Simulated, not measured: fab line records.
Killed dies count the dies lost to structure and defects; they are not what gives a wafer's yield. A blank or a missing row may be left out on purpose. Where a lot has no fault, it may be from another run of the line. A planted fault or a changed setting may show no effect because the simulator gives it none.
Struck lot and sound lot, side by side || flow n5 finfet || 17 out of 1938 route steps
Sound: the wafers L563.2, L563.4, L563.5. Wafers L571.3, L571.4, L571.5 were the ones struck. At the end, the cause is stated.
Order at every step that has rows: each side's tool, ch and its chambers, its first start. Under that, the readings that differ: sound wafers || struck wafers || difference of the means || sigmas: that difference in standard deviations of wafers without a fault.
alike: words and numbers the same on both sides, and readings whose means are apart by under 2 such deviations; not compared: readings that were withheld, readings missing a value for some wafer, numbers with overlapping values and no deviation given by the record, and bounds like >300 which may hide the same value.
The two part at a step that has a row with sigmas, a row that says differs or no value, or rows on one side only. Non-overlapping numbers with no deviation appear without sigmas and do not part them. A reading that every wafer of one side lacks parts them only if that side has two wafers or more.

first, 9 steps without rows for these wafers: N5_SD_EPI_P_COAT_35 (time 60 s, resist thk 35 nm); N5_SD_EPI_P_COAT_03 (resist thk 150 nm); N5_SD_EPI_P_EBR_05; N5_SD_EPI_P_SOFTBAKE_04 (time 60 s); N5_SD_EPI_P_EXPOSE_06 (exposes mask SD P BLK, target cd 240 nm); N5_SD_EPI_P_PEB_07 (peb time 60 s); N5_SD_EPI_P_DEVELOP_08 (develop time 30 s); N5_SD_EPI_P_DESCUM_14 (chemistry O2, time 7.9 s); N5_SD_EPI_P_ETCH_36 (etches SiARC in CF4, target depth 45.5 nm, time 75.8 s).
N5_SD_EPI_P_ETCH_37: etches SOC in N2/H2, overetch 108 nm, time 486 s.
  sound on rie diel-02 ch 0,1, day 4 07:47; struck on rie diel-02 ch 0,1, day 6 09:59
  no value came back on the struck wafers for any of 8 readings (bias w (W), chamber pressure mTorr (mTorr) and others); on the sound wafers bias w (W) reads 133.2 132.6 132.6
{"reading": "model.CAR-ArF-block_of_SD_EPI_P_COAT_03.thk nm (nm)", "sound": "0 0 0", "struck": "111.6 111.4 111.4", "difference": "+111.5", "sigmas": ""}
{"reading": "model.SiARC_of_SD_EPI_P_COAT_35.thk nm (nm)", "sound": "20 20.8 20.6", "struck": "35 35 35", "difference": "+15", "sigmas": ""}
  not compared: rf hours counter h
then, 1 step without rows for these wafers: N5_SD_EPI_P_STRIP_38 (strips in N2/H2).
N5_SD_EPI_P_ETCHBACK_46: etches SiNx in CH3F/O2, stops on SiO2, target depth 17.5 nm.
  sound on rie diel-02 ch 0,1, day 4 08:07; struck on rie diel-02 ch 0,1, day 6 10:19
{"reading": "oes product au (a.u.)", "sound": "0.69 0.63 0.63", "struck": "0.30 0.27 0.27", "difference": -0.37, "sigmas": -7}
  alike: drypump motor current A, rf fwd power W, rf vpp V, showerhead plenum p Torr, throttle valve pct
  not compared: rf hours counter h
then, 1 step without rows for these wafers: N5_SD_EPI_P_ETCH_47 (etches SiOCN in CH3F/O2, target depth 25 nm).
N5_SD_EPI_P_ETCH_16: etches SiO2 in CHF3/O2, target depth 5 nm.
  sound on rie diel-02 ch 0,1, day 4 08:19; struck on rie diel-02 ch 0,1, day 6 10:31
{"reading": "model.SiARC_of_SD_EPI_P_COAT_35.thk nm (nm)", "sound": "11.8 13 12.8", "struck": "26.8 27.2 27", "difference": "+14.5", "sigmas": ""}
  alike: CHF3_flow_sccm, O2_flow_sccm, drypump motor current A, oes product au, rf fwd power W, rf vpp V, showerhead plenum p Torr, throttle valve pct
  not compared: rf hours counter h
then, 1 step without rows for these wafers: N5_SD_EPI_P_STRIP_50 (strips in CHF3/O2).
N5_BEOL_M4_RC_MEAS_101:
  the record has rows for the sound wafers here (prober-02 ch 0, day 9 00:07) and none for the struck ones
-- the record jumps here: 9 days lie between the struck wafers' starts before and after (it left off in module BEOL_M4 and takes up again in module PASSIVATION, whose first step shown is number 1936 of the route) --
N5_PASSIVATION_PROBE_49:
  struck on prober-01, day 15 09:33; sound on prober-01, day 13 03:21
{"reading": "killed at front end", "sound": "48 47 21", "struck": "1094 1112 1127", "difference": "+1072", "sigmas": "+82"}
{"reading": "killed dies", "sound": "107 97 92", "struck": "1180 1180 1180", "difference": "+1081", "sigmas": "+54"}
{"reading": "killed on rim", "sound": "11 16 11", "struck": "152 152 152", "difference": "+139", "sigmas": "+35"}
  alike: killed_at_M0_to_M3, killed_at_M4_up, killed at contacts, killed at other, killed open, killed short

== WHERE THEY PART ==
Last at N5_PASSIVATION_PROBE_49 as far as this record goes, first at N5_SD_EPI_P_ETCH_37.

WHY: the cause the simulator had injected
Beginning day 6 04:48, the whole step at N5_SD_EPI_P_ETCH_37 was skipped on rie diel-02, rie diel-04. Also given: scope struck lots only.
